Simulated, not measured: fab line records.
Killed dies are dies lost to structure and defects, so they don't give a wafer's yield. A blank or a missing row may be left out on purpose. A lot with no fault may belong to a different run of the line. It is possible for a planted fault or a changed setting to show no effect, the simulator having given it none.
Which tool did it?    flow n5_finfet    12 lots, 36 wafers sampled, at 3 steps of a route of 1938

WHAT EACH GAUGE READ, for each wafer
N5_BEOL_M5_RS_MEAS_57: uses a four-point probe to measure. Usual: for M5_RS the level is 0.388 ohm/sq and the standard deviation is 0.013.
lot   measured      on             M5_RS (ohm/sq)     flag
L512  day 8 14:38   film_metro-01  0.402 0.407 0.384  
L513  day 9 07:27   film_metro-01  0.392 0.389 0.401  
L514  day 10 01:49  film_metro-02  0.406 0.407 0.404  
L515  day 10 05:10  film_metro-02  0.386 0.383 0.391  
L516  day 10 06:21  film_metro-01  0.393 0.380 0.382  
L519  day 10 09:50  film_metro-01  0.401 0.391 0.385  
L520  day 10 12:50  film_metro-01  0.388 0.369 0.381  
L518  day 10 19:50  film_metro-02  0.385 0.371 0.383  
L521  day 11 11:03  film_metro-01  0.379 0.392 0.385  
L522  day 11 15:20  film_metro-01  0.382 0.361 0.378  
L524  day 12 10:57  film_metro-02  0.393 0.377 0.365  
L527  day 13 05:13  film_metro-02  0.386 0.393 0.383  

N5_BEOL_M6_THK_MEAS_01. Usual: for M6_ILD_THK the level is 154.6 nm and the standard deviation is 2.2.
lot   measured      on             M6_ILD_THK (nm)    flag
L512  day 8 15:17   film_metro-01  155.1 156.3 157.9  
L513  day 9 08:05   film_metro-01  152.7 155.3 157.9  
L514  day 10 03:05  film_metro-01  154.6 153.5 154.9  
L515  day 10 05:50  film_metro-01  150.0 153.9 153.0  
L516  day 10 07:00  film_metro-01  156.8 157.6 154.3  
L519  day 10 10:30  film_metro-02  152.9 154.2 154.9  
L520  day 10 13:28  film_metro-02  155.6 156.7 156.8  
L518  day 10 20:29  film_metro-01  149.7 153.3 154.1  
L521  day 11 11:41  film_metro-02  153.3 152.5 152.4  
L522  day 11 15:58  film_metro-01  151.3 157.4 154.9  
L524  day 12 12:04  film_metro-02  151.3 155.1 153.5  
L527  day 13 05:51  film_metro-01  153.6 155.6 156.5  

WHAT TOOL EACH LOT RAN ON (gives the tool, then ch and the chambers of the sampled wafers, and finally the start)
lot   N5_BEOL_M5_CO_CAP_78
L512  cvd_co-01 ch 1,2, day 8 14:26
L513  cvd_co-01 ch 0,1,2, day 9 07:14
L514  cvd_co-02 ch 1,2, day 10 01:37
L515  cvd_co-01 ch 0,2, day 10 04:59
L516  cvd_co-02 ch 0,1,2, day 10 06:10
L519  cvd_co-01 ch 0,1, day 10 09:40
L520  cvd_co-01 ch 0,1, day 10 12:39
L518  cvd_co-01 ch 0,1,2, day 10 19:39
L521  cvd_co-02 ch 1,2, day 11 10:50
L522  cvd_co-02 ch 0,1,2, day 11 15:08
L524  cvd_co-02 ch 0,1, day 12 10:46
L527  cvd_co-01 ch 0,2, day 13 05:01
- N5_BEOL_M5_CO_CAP_78: material Co, precursor CCTBA/H2, target thk 2 nm, time 102.1 s.

WHAT THE TOOLS THEMSELVES READ (means of the sampled wafers that have a number; where no wafer has one, the mark that the record gives instead)
N5_BEOL_M5_CO_CAP_78. Usual: heater_power_w at 235 W, with a standard deviation of 11.
lot   tool       heater_power_w (W)  flag
L512  cvd_co-01  237                 
L513  cvd_co-01  240                 
L514  cvd_co-02  229                 
L515  cvd_co-01  238                 
L516  cvd_co-02  232                 
L519  cvd_co-01  248                 
L520  cvd_co-01  246                 
L518  cvd_co-01  239                 
L521  cvd_co-02  224                 
L522  cvd_co-02  231                 
L524  cvd_co-02  219                 
L527  cvd_co-01  239                 

THE ANSWER, worked out from the rows above alone
Rule: a lot counts as off when the mean over its wafers that have a number is more than 3 standard deviations away from the usual mean. Also off: a lot with no number at a reading for which 4 or more lots have one. Where the step has rows for the other lots, those lots are counted as sound. After the gauges, taken in route order, come the tools' own readings; for these a lot's mean is taken, as printed above. At the first step where some lot is off, the reading lying furthest off is the one used; lots without a number count as furthest.
No lot is off on any of the readings shown, so nothing can be concluded from this.

WHAT WAS PUT IN BY THE SIMULATOR
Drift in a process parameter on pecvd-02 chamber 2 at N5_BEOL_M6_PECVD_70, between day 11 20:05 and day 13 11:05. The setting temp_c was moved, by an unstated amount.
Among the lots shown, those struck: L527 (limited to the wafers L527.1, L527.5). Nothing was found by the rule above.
